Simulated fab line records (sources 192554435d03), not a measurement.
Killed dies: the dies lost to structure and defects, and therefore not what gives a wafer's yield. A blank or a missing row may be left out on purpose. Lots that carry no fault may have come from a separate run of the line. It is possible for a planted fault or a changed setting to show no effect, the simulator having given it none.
Which tool did it? + flow n5-finfet + 12 lots with 36 wafers sampled at 2 steps, on a route of 1938 steps

== WHAT EACH GAUGE READ, for each wafer ==
N5_BEOL_M15_INSPECT_12: inspects for defects (macro).
| lot  | measured     | on                | raw-defect-count |
|------|--------------|-------------------|------------------|
| L074 | day 11 18:55 | defect-inspect-01 | 4 2 4            |
| L081 | day 12 19:59 | defect-inspect-02 | 2 4 2            |
| L078 | day 12 20:22 | defect-inspect-02 | 1 2 2            |
| L080 | day 13 03:56 | defect-inspect-02 | 4 3 0            |
| L084 | day 14 01:06 | defect-inspect-01 | 6 1 4            |
| L085 | day 14 08:30 | defect-inspect-01 | 4 2 4            |
| L087 | day 14 17:50 | defect-inspect-02 | 1 2 1            |
| L088 | day 15 00:32 | defect-inspect-02 | 5 0 3            |
| L091 | day 15 08:46 | defect-inspect-01 | 3 4 1            |
| L092 | day 16 09:41 | defect-inspect-01 | 3 1 2            |
| L094 | day 16 13:14 | defect-inspect-01 | 1 4 5            |
| L097 | day 16 23:11 | defect-inspect-02 | 1 1 1            |

== WHICH TOOL RAN EACH LOT (tool, then ch and the chambers of the sampled wafers, then the start) ==
| lot  | N5_BEOL_M14_STRIP_37               |
|------|------------------------------------|
| L074 | rie-diel-04 ch 1,2, day 11 16:11   |
| L081 | rie-diel-06 ch 0,1,3, day 12 16:17 |
| L078 | rie-diel-06 ch 0,2, day 12 16:53   |
| L080 | rie-diel-06 ch 2,3, day 13 00:46   |
| L084 | rie-diel-05 ch 0,1,2, day 13 20:25 |
| L085 | rie-diel-06 ch 2,3, day 14 05:56   |
| L087 | rie-diel-04 ch 0,1,3, day 14 14:07 |
| L088 | rie-diel-04 ch 1,2,3, day 14 21:09 |
| L091 | rie-diel-06 ch 2,3, day 15 06:13   |
| L092 | rie-diel-06 ch 0,1, day 16 06:35   |
| L094 | rie-diel-05 ch 1,2, day 16 10:47   |
| L097 | rie-diel-05 ch 2,3, day 16 20:23   |
- N5_BEOL_M14_STRIP_37: strips in O2.

== THE ANSWER, worked out from the rows above alone ==
Rule: what is usual is taken from the lots themselves. Put in order of their means at a reading, lots are off if they are a third of the lots or fewer, leave a main group of 4 or more, and stand apart from it by a gap of 3 or more times the standard deviation of the main group's means; of several such gaps the widest counts. A main group is skipped when, at the precision printed for the reading in the tables above, its means are all equal. Also off: a lot with no number at a reading for which 4 or more lots have one. Any other lot the step has rows for is counted as sound.
None of the lots is off at any reading shown; this tells nothing.

== WHAT HAD BEEN PUT IN BY THE SIMULATOR ==
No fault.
